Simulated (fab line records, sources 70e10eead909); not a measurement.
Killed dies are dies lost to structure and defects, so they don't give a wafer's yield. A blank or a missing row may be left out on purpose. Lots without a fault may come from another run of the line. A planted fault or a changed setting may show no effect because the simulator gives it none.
Which tool did it? | flow nand_harc | 12 lots, 36 wafers sampled, at 5 steps of a route of 1159

WHAT THE GAUGES READ, wafer by wafer
NHARC_END_SORT_01.
lot  | measured     | on        | killed_at_array | killed_at_other | killed_at_periphery | killed_dies | killed_open | killed_short
L936 | day 22 02:53 | prober-02 | 577 606 25      | 3 0 2           | 3 1 1               | 583 607 28  | 2 5 3       | 3 1 1
L935 | day 22 03:00 | prober-01 | 633 593 36      | 0 0 0           | 4 7 5               | 637 600 41  | 6 2 6       | 4 4 0
L937 | day 23 06:13 | prober-01 | 23              | 1               | 4                   | 28          | 5           | 1

WHICH TOOL RAN EACH LOT (tool, then ch and the chambers of the sampled wafers, then the start)
lot  | NHARC_A_STAIRCASE_ETCH_25                     | NHARC_A_STAIRCASE_ETCH_190         | NHARC_A_STAIRCASE_ETCH_194                    | NHARC_A_STAIRCASE_TRIM_196
L922 | rie_diel-02 ch 1,3, day 11 01:10 or earlier   | rie_diel-04 ch 0,2, day 11 01:10   | rie_diel-04 ch 2,3, day 11 01:49 or earlier   | rie_diel-02 ch 1,2,3, day 11 01:49
L925 | rie_diel-01 ch 1,2,3, day 11 10:55 or earlier | rie_diel-04 ch 0,1,3, day 11 10:55 | rie_diel-04 ch 0,2, day 11 11:35 or earlier   | rie_diel-01 ch 1,2,3, day 11 11:35
L924 | rie_diel-01 ch 1,2,3, day 11 13:10 or earlier | rie_diel-04 ch 1,3, day 11 13:10   | rie_diel-04 ch 1,2,3, day 11 13:51 or earlier | rie_diel-01 ch 0,3, day 11 13:51
L927 | rie_diel-01 ch 0,2,3, day 11 22:40 or earlier | rie_diel-04 ch 1,3, day 11 22:40   | rie_diel-04 ch 0,1,2, day 11 23:28 or earlier | rie_diel-04 ch 1,2,3, day 11 23:28
L929 | rie_diel-01 ch 1,2, day 12 05:51 or earlier   | rie_diel-02 ch 0,2,3, day 12 05:51 | rie_diel-02 ch 0,1,3, day 12 06:28 or earlier | rie_diel-04 ch 0,3, day 12 06:28
L931 | rie_diel-01 ch 0,1, day 12 23:29 or earlier   | rie_diel-01 ch 0,2, day 12 23:29   | rie_diel-01 ch 1,2,3, day 13 00:11 or earlier | rie_diel-01 ch 0,1,2, day 13 00:11
L936 | rie_diel-02 ch 1,2,3, day 14 07:43 or earlier | rie_diel-04 ch 1,3, day 14 07:43   | rie_diel-04 ch 0,1,3, day 14 08:31 or earlier | rie_diel-04 ch 0,1, day 14 08:31
L935 | rie_diel-04 ch 0,2,3, day 14 08:22 or earlier | rie_diel-04 ch 1,3, day 14 08:22   | rie_diel-04 ch 0,1,3, day 14 09:25 or earlier | rie_diel-04 ch 0,1,2, day 14 09:25
L937 | rie_diel-02 ch 1,2,3, day 14 16:10 or earlier | rie_diel-01 ch 0,1,2, day 14 16:10 | rie_diel-01 ch 0,1,3, day 14 16:52 or earlier | rie_diel-04 ch 1,2,3, day 14 16:52
L938 | rie_diel-01 ch 0,1, day 14 22:02 or earlier   | rie_diel-01 ch 1,3, day 14 22:02   | rie_diel-01 ch 0,2,3, day 14 22:46 or earlier | rie_diel-01 ch 1,3, day 14 22:46
L939 | rie_diel-04 ch 0,2,3, day 15 02:16 or earlier | rie_diel-02 ch 0,1,2, day 15 02:16 | rie_diel-02 ch 0,2,3, day 15 02:55 or earlier | rie_diel-04 ch 0,1,3, day 15 02:55
L941 | rie_diel-04 ch 0,1,3, day 15 14:14 or earlier | rie_diel-02 ch 0,1,2, day 15 14:14 | rie_diel-02 ch 0,2,3, day 15 14:54 or earlier | rie_diel-02 ch 0,1,2, day 15 14:54
- NHARC_A_STAIRCASE_ETCH_25: etches the open film in C4F8/O2, target depth 100 nm, time 40.5 s.
- NHARC_A_STAIRCASE_ETCH_190: etches the open film in C4F8/O2, target depth 100 nm, time 40.5 s.
- NHARC_A_STAIRCASE_ETCH_194: etches the open film in C4F8/O2, target depth 100 nm, time 40.5 s.
- NHARC_A_STAIRCASE_TRIM_196: chemistry O2, time 211.2 s.

WHAT THE TOOLS THEMSELVES READ (means of the sampled wafers that have a number; where no wafer has one, the mark that the record gives instead)
NHARC_A_STAIRCASE_ETCH_25.
lot  | tool        | oes_product_au (a.u.) | rf_vpp_V (V) | run_length_s (s)
L922 | rie_diel-02 | 0.949                 | 897          | 61.9
L925 | rie_diel-01 | 0.948                 | 892          | 61.7
L924 | rie_diel-01 | 0.939                 | 893          | 61.7
L927 | rie_diel-01 | 0.945                 | 893          | 61.7
L929 | rie_diel-01 | 0.946                 | 891          | 61.5
L931 | rie_diel-01 | 0.948                 | 887          | 61.8
L936 | rie_diel-02 | 0.952                 | 893          | 62.1
L935 | rie_diel-04 | 0.940                 | 894          | 62.0
L937 | rie_diel-02 | 0.957                 | 893          | 62.0
L938 | rie_diel-01 | 0.930                 | 899          | 61.6
L939 | rie_diel-04 | 0.940                 | 893          | 61.9
L941 | rie_diel-04 | 0.940                 | 894          | 61.6

NHARC_A_STAIRCASE_ETCH_190.
lot  | tool        | oes_product_au (a.u.) | rf_vpp_V (V) | run_length_s (s)
L922 | rie_diel-04 | 0.947                 | 895          | 62.3
L925 | rie_diel-04 | 0.934                 | 895          | 61.5
L924 | rie_diel-04 | 0.948                 | 894          | 61.3
L927 | rie_diel-04 | 0.939                 | 893          | 61.2
L929 | rie_diel-02 | 0.951                 | 891          | 62.0
L931 | rie_diel-01 | 0.955                 | 891          | 61.6
L936 | rie_diel-04 | 0.944                 | 892          | 68.6
L935 | rie_diel-04 | 0.942                 | 893          | 68.7
L937 | rie_diel-01 | 0.954                 | 895          | 61.7
L938 | rie_diel-01 | 0.947                 | 901          | 61.4
L939 | rie_diel-02 | 0.964                 | 899          | 62.1
L941 | rie_diel-02 | 0.963                 | 899          | 61.9

NHARC_A_STAIRCASE_ETCH_194.
lot  | tool        | oes_product_au (a.u.) | rf_vpp_V (V) | run_length_s (s)
L922 | rie_diel-04 | 0.949                 | 894          | 62.4
L925 | rie_diel-04 | 0.951                 | 895          | 62.0
L924 | rie_diel-04 | 0.948                 | 894          | 61.9
L927 | rie_diel-04 | 0.934                 | 896          | 62.0
L929 | rie_diel-02 | 0.939                 | 896          | 61.7
L931 | rie_diel-01 | 0.947                 | 892          | 61.4
L936 | rie_diel-04 | 0.932                 | 894          | 61.4
L935 | rie_diel-04 | 0.938                 | 894          | 61.3
L937 | rie_diel-01 | 0.931                 | 897          | 61.6
L938 | rie_diel-01 | 0.938                 | 892          | 61.7
L939 | rie_diel-02 | 0.949                 | 898          | 62.0
L941 | rie_diel-02 | 0.953                 | 899          | 62.0

NHARC_A_STAIRCASE_TRIM_196.
lot  | tool        | drypump_motor_current_A (A) | oes_product_au (a.u.) | rf_vpp_V (V) | showerhead_plenum_p_Torr (Torr) | throttle_valve_pct (%)
L922 | rie_diel-02 | 5.4                         | 1.012                 | 58.1         | 3.47                            | 17.042
L925 | rie_diel-01 | 5.5                         | 1.003                 | 56.8         | 3.44                            | 17.034
L924 | rie_diel-01 | 5.7                         | 1.013                 | 57.5         | 3.40                            | 17.033
L927 | rie_diel-04 | 5.4                         | 1.011                 | 58.4         | 3.47                            | 17.037
L929 | rie_diel-04 | 5.4                         | 1.000                 | 57.2         | 3.43                            | 17.036
L931 | rie_diel-01 | 5.7                         | 1.010                 | 57.0         | 3.34                            | 17.033
L936 | rie_diel-04 | 5.2                         | 1.011                 | 57.7         | 3.53                            | 17.046
L935 | rie_diel-04 | 5.5                         | 1.001                 | 57.7         | 3.51                            | 17.039
L937 | rie_diel-04 | 5.4                         | 1.002                 | 58.9         | 3.46                            | 17.039
L938 | rie_diel-01 | 5.2                         | 0.999                 | 57.8         | 3.64                            | 17.032
L939 | rie_diel-04 | 5.2                         | 1.003                 | 58.2         | 3.47                            | 17.038
L941 | rie_diel-02 | 5.6                         | 1.014                 | 57.6         | 3.62                            | 17.028

THE ANSWER, worked out from the rows above alone
Rule: what is usual is taken from the lots themselves. Put in order of their means at a reading, lots are off if they are a third of the lots or fewer, leave a main group of 4 or more, and stand apart from it by a gap of 3 or more times the standard deviation of the main group's means; of several such gaps the widest counts. A main group whose means are all the same, to the digits that the tables above print for the reading, isn't used. A lot without any number at a reading at which 4 lots or more have one is off too. The other lots that the step has rows for count as sound. The gauges are gone through in route order, then the tools' own readings, and for those a lot's mean is taken as printed above. The first step at which some lot is off is used, and at that step the reading that is off furthest; a lot without a number counts as furthest.
Off: L936, L935, at NHARC_A_STAIRCASE_ETCH_190 (run_length_s). The main group: mean 61.7 s, standard deviation 0.35.
A tool fits if, at that step or a process step before it, it ran every lot that is off, and no sound lot after the first of them. NHARC_A_STAIRCASE_ETCH_25 gives no start for some lots, so the hours and the order of its lots are those of NHARC_A_STAIRCASE_ETCH_190. One fits: rie_diel-04 at NHARC_A_STAIRCASE_ETCH_190. Its last sound lot is L927 (day 11 22:40), its first lot that is off L936 (day 14 07:43): a fault that began between those two fits.
The tool's own readings at NHARC_A_STAIRCASE_ETCH_190 bear it out: on the lots that are off they differ by more than 5 times the standard deviation of the sound lots' means. run_length_s reads 68.7 s there against 61.7 s on the sound lots.

WHAT THE SIMULATOR HAD PUT IN
Process parameter drift: rie_diel-04, from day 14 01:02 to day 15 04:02, at NHARC_A_STAIRCASE_ETCH_190. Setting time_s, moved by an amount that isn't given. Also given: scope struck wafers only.
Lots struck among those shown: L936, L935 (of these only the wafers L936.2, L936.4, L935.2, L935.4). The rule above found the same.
